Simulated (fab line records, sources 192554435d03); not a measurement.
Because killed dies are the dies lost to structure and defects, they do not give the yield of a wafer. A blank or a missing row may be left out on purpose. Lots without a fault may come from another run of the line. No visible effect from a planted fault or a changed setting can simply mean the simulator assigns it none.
The tool behind it: which one? + flow n5-finfet + 12 lots, 36 wafers sampled, at 4 steps of a route of 1938

== WHAT THE GAUGES READ, wafer by wafer ==
N5_MOL_CONTACT_COAG_THK_MEAS_29.
| lot  | measured     | on            | MD_CAP_THK (nm)   |
|------|--------------|---------------|-------------------|
| L075 | day 5 09:24  | film-metro-01 | 17.94 17.95 17.93 |
| L078 | day 6 04:49  | film-metro-01 | 18.03 18.05 18.00 |
| L080 | day 6 13:34  | film-metro-01 | 17.85 18.00 18.04 |
| L082 | day 7 03:01  | film-metro-01 | 17.92 17.97 17.97 |
| L084 | day 7 14:42  | film-metro-01 | 17.87 17.86 17.96 |
| L086 | day 8 00:10  | film-metro-02 | 17.99 17.97 17.79 |
| L088 | day 8 10:16  | film-metro-02 | 17.87 17.88 17.82 |
| L090 | day 9 01:37  | film-metro-02 | 17.83 17.99 18.02 |
| L092 | day 9 12:08  | film-metro-02 | 17.86 18.10 17.93 |
| L076 | day 10 01:47 | film-metro-01 | 17.88 17.73 17.86 |
| L095 | day 10 13:26 | film-metro-02 | 17.95 17.97 17.82 |
| L096 | day 10 22:32 | film-metro-02 | 18.03 18.05 18.02 |

== TOOL THAT RAN EACH LOT (tool first, then ch and the chambers of the sampled wafers, then the start) ==
| lot  | N5_GATE_CUT_CMP_23            | N5_MOL_CONTACT_COAG_PRE_CLEAN_141 | N5_MOL_CONTACT_COAG_ALD_27        |
|------|-------------------------------|-----------------------------------|-----------------------------------|
| L075 | cmp-03 ch 1,2, day 4 22:26    | pvd-sputter-03, day 5 04:23       | ald-sin-03 ch 1,2,3, day 5 07:32  |
| L078 | cmp-02 ch 0,1,3, day 5 14:17  | pvd-sputter-02, day 5 20:29       | ald-sin-02 ch 0,2,3, day 6 02:57  |
| L080 | cmp-02 ch 0,2,3, day 6 01:55  | pvd-sputter-03, day 6 07:45       | ald-sin-04 ch 1,2,3, day 6 11:41  |
| L082 | cmp-03 ch 0,2,3, day 6 17:15  | pvd-sputter-03, day 6 21:55       | ald-sin-03 ch 0,1, day 7 01:10    |
| L084 | cmp-04 ch 0,2,3, day 7 04:32  | pvd-sputter-01, day 7 09:06       | ald-sin-02 ch 0,1,2, day 7 12:50  |
| L086 | cmp-03 ch 0,1,3, day 7 13:43  | pvd-sputter-01, day 7 17:38       | ald-sin-02 ch 0,2,3, day 7 22:19  |
| L088 | cmp-04 ch 2,3, day 8 00:49    | pvd-sputter-01, day 8 03:55       | ald-sin-03 ch 0,3, day 8 08:24    |
| L090 | cmp-04 ch 2,3, day 8 15:41    | pvd-sputter-01, day 8 20:10       | ald-sin-04 ch 1,2, day 8 23:45    |
| L092 | cmp-02 ch 0,1,3, day 9 01:38  | pvd-sputter-03, day 9 05:43       | ald-sin-03 ch 0,1,2, day 9 10:16  |
| L076 | cmp-03 ch 0,3, day 9 13:29    | pvd-sputter-01, day 9 18:41       | ald-sin-02 ch 0,1,2, day 9 23:55  |
| L095 | cmp-04 ch 0,2, day 10 03:56   | pvd-sputter-01, day 10 07:55      | ald-sin-02 ch 0,1, day 10 11:35   |
| L096 | cmp-04 ch 0,2,3, day 10 10:16 | pvd-sputter-03, day 10 15:43      | ald-sin-03 ch 0,1,3, day 10 20:41 |
- N5_GATE_CUT_CMP_23: polishes, stops on SiO2, t overpolish 23.4 s, target thk 16 nm.
- N5_MOL_CONTACT_COAG_PRE_CLEAN_141: time 60 s.
- N5_MOL_CONTACT_COAG_ALD_27: deposits SiOC, target thk 17 nm, pulse time 1.5 s, time 2720 s.

== THE ANSWER, worked out from the rows above alone ==
Rule: the usual values come from the lots themselves. Put in order of their means at a reading, lots are off if they are a third of the lots or fewer, leave a main group of 4 or more, and stand apart from it by a gap of 3 or more times the standard deviation of the main group's means; of several such gaps the widest counts. A main group is skipped when, at the precision printed for the reading in the tables above, its means are all equal. A lot without any number at a reading at which 4 lots or more have one is off too. Any other lot the step has rows for is counted as sound.
No lot is off at any reading shown: from this, nothing can be told.

== WHAT THE SIMULATOR HAD PUT IN ==
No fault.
